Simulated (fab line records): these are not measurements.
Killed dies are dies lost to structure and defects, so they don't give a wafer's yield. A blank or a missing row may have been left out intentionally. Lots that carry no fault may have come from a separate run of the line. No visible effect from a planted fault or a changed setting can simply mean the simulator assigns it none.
Chamber matching || flow nandHarc || NHARC_P_M2_DEP_33 on pecvd-01 has 3 sister chambers
The step deposits SiCN, target thk 30 nm. 6 wafers are shown with their chamber, then 10 later ones without.

== WAFERS WITH THEIR CHAMBER ==
{"wafer": "L084.1", "chamber": 2, "heaterPowerW (W)": 602}
{"wafer": "L086.5", "chamber": 2, "heaterPowerW (W)": 538}
{"wafer": "L087.3", "chamber": 0, "heaterPowerW (W)": 522}
{"wafer": "L087.6", "chamber": 1, "heaterPowerW (W)": 646}
{"wafer": "L089.2", "chamber": 0, "heaterPowerW (W)": 570}
{"wafer": "L089.5", "chamber": 1, "heaterPowerW (W)": 772}

== WAFERS WITH NO CHAMBER GIVEN ==
{"wafer": "L089.6", "heaterPowerW (W)": 555}
{"wafer": "L088.2", "heaterPowerW (W)": 744}
{"wafer": "L088.3", "heaterPowerW (W)": 508}
{"wafer": "L088.5", "heaterPowerW (W)": 556}
{"wafer": "L091.2", "heaterPowerW (W)": 542}
{"wafer": "L091.4", "heaterPowerW (W)": 788}
{"wafer": "L091.6", "heaterPowerW (W)": 609}
{"wafer": "L093.1", "heaterPowerW (W)": 745}
{"wafer": "L093.4", "heaterPowerW (W)": 620}
{"wafer": "L093.6", "heaterPowerW (W)": 557}

== WHICH CHAMBER EACH WENT THROUGH ==
{"wafer": "L089.6", "from the rows above": "can't be placed: 0 or 2", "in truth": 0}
{"wafer": "L088.2", "from the rows above": 1, "in truth": 1}
{"wafer": "L088.3", "from the rows above": "can't be placed: 0 or 2", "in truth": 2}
{"wafer": "L088.5", "from the rows above": "can't be placed: 0 or 2", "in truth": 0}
{"wafer": "L091.2", "from the rows above": "can't be placed: 0 or 2", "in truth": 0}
{"wafer": "L091.4", "from the rows above": 1, "in truth": 1}
{"wafer": "L091.6", "from the rows above": "can't be placed: 2 or 0 or 1", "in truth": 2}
{"wafer": "L093.1", "from the rows above": 1, "in truth": 1}
{"wafer": "L093.4", "from the rows above": "can't be placed: 2 or 0 or 1", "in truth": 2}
{"wafer": "L093.6", "from the rows above": "can't be placed: 0 or 2", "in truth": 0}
3 of 10 placed correctly. Cannot be placed on the basis of these rows: 7; the candidates contain the true chamber in 7. Number placed wrongly: 0.
How it was worked out, from the rows above alone: a wafer's distance from a chamber is the root of the sum, over the readings, of the square of ((its reading less the chamber's mean) divided by the reading's scatter). The wafer belongs to the nearest chamber; if the next one is less than 2 further off, it can't be placed. The mean given for a chamber averages the wafers shown for that chamber. How the scatter is found: for the shown wafers, subtract from each reading the mean of its chamber, square and add these, divide the total by (wafers less chambers), then take the root.
